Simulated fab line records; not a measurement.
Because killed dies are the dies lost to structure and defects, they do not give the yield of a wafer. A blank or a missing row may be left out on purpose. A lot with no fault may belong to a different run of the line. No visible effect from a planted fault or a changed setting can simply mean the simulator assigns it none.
Matching of chambers | flow nand harc | rie diel-12 running NHARC_A_STAIRCASE_TRIM_196: 4 sister chambers
The step chemistry O2, time 211.2 s. 24 wafers are shown with their chamber, then 12 later ones without.

## WAFERS, EACH WITH ITS CHAMBER
wafer  | chamber | drypump motor current A (A) | showerhead plenum p Torr (Torr) | oes product au (a.u.)
L076.2 | 2       | 6.3                         | 3.36                            | 0.994
L076.3 | 1       | 5.4                         | 3.79                            | 0.992
L076.6 | 0       | 5.7                         | 3.66                            | 1.000
L079.1 | 3       | 6.2                         | 3.46                            | 0.996
L079.4 | 2       | 6.4                         | 3.36                            | 1.005
L079.5 | 2       | 6.3                         | 3.36                            | 0.998
L078.1 | 3       | 6.3                         | 3.46                            | 0.993
L078.3 | 0       | 5.7                         | 3.66                            | 1.009
L078.6 | 2       | 6.3                         | 3.36                            | 1.010
L081.2 | 1       | 5.4                         | 3.78                            | 0.990
L081.3 | 3       | 6.3                         | 3.45                            | 1.004
L081.4 | 2       | 6.3                         | 3.35                            | 1.008
L082.1 | 1       | 5.4                         | 3.77                            | 0.988
L082.3 | 0       | 5.7                         | 3.65                            | 0.994
L082.5 | 2       | 6.3                         | 3.35                            | 0.993
L087.1 | 2       | 6.3                         | 3.35                            | 0.994
L087.5 | 2       | 6.3                         | 3.35                            | 1.007
L087.6 | 3       | 6.3                         | 3.44                            | 1.000
L088.2 | 3       | 6.3                         | 3.44                            | 0.984
L088.3 | 0       | 5.7                         | 3.64                            | 1.002
L088.6 | 2       | 6.3                         | 3.35                            | 0.992
L090.1 | 2       | 6.3                         | 3.35                            | 0.992
L090.2 | 3       | 6.3                         | 3.44                            | 0.994
L090.5 | 0       | 5.7                         | 3.64                            | 1.003

SIGNATURES, as means of the wafers listed above
reading                  | chamber 0 | chamber 1 | chamber 2 | chamber 3 | scatter within a chamber
drypump motor current A  | 5.700     | 5.400     | 6.310     | 6.283     | 0.0294
showerhead plenum p Torr | 3.6500    | 3.7800    | 3.3540    | 3.4483    | 0.00813
oes product au           | 1.00160   | 0.99000   | 0.99930   | 0.99517   | 0.0065
Rule: a wafer lies at a distance from a chamber equal to the root of the sum of squares, over the readings, of (its reading less the chamber's mean, divided by the reading's scatter). The wafer belongs to the nearest chamber; if the next one is less than 2 further off, it can't be placed. The scatter: the root of (the sum of the squares of (reading less its chamber's mean) over the shown wafers, divided by (wafers less chambers)).

## WAFERS WITHOUT THEIR CHAMBER
wafer  | drypump motor current A (A) | showerhead plenum p Torr (Torr) | oes product au (a.u.)
L089.1 | 5.7                         | 3.64                            | 1.009
L089.5 | 6.3                         | 3.34                            | 1.002
L089.6 | 6.3                         | 3.44                            | 1.000
L091.2 | 5.4                         | 3.77                            | 0.994
L091.4 | 5.7                         | 3.64                            | 1.006
L091.5 | 5.7                         | 3.64                            | 1.010
L092.1 | 6.3                         | 3.43                            | 0.997
L092.3 | 5.7                         | 3.63                            | 0.999
L092.5 | 6.3                         | 3.34                            | 1.009
L095.1 | 5.7                         | 3.63                            | 1.005
L095.3 | 5.4                         | 3.75                            | 1.001
L095.4 | 6.3                         | 3.33                            | 0.991

## WHICH CHAMBER EACH WENT THROUGH
wafer  | from the rows above | in truth
L089.1 | 0                   | 0
L089.5 | 2                   | 2
L089.6 | 3                   | 3
L091.2 | 1                   | 1
L091.4 | 0                   | 0
L091.5 | 0                   | 0
L092.1 | 3                   | 3
L092.3 | 0                   | 0
L092.5 | 2                   | 2
L095.1 | 0                   | 0
L095.3 | 1                   | 1
L095.4 | 2                   | 2
Placed correctly: 12 of 12. Can't be placed from these rows: 0. Placed wrongly: 0.
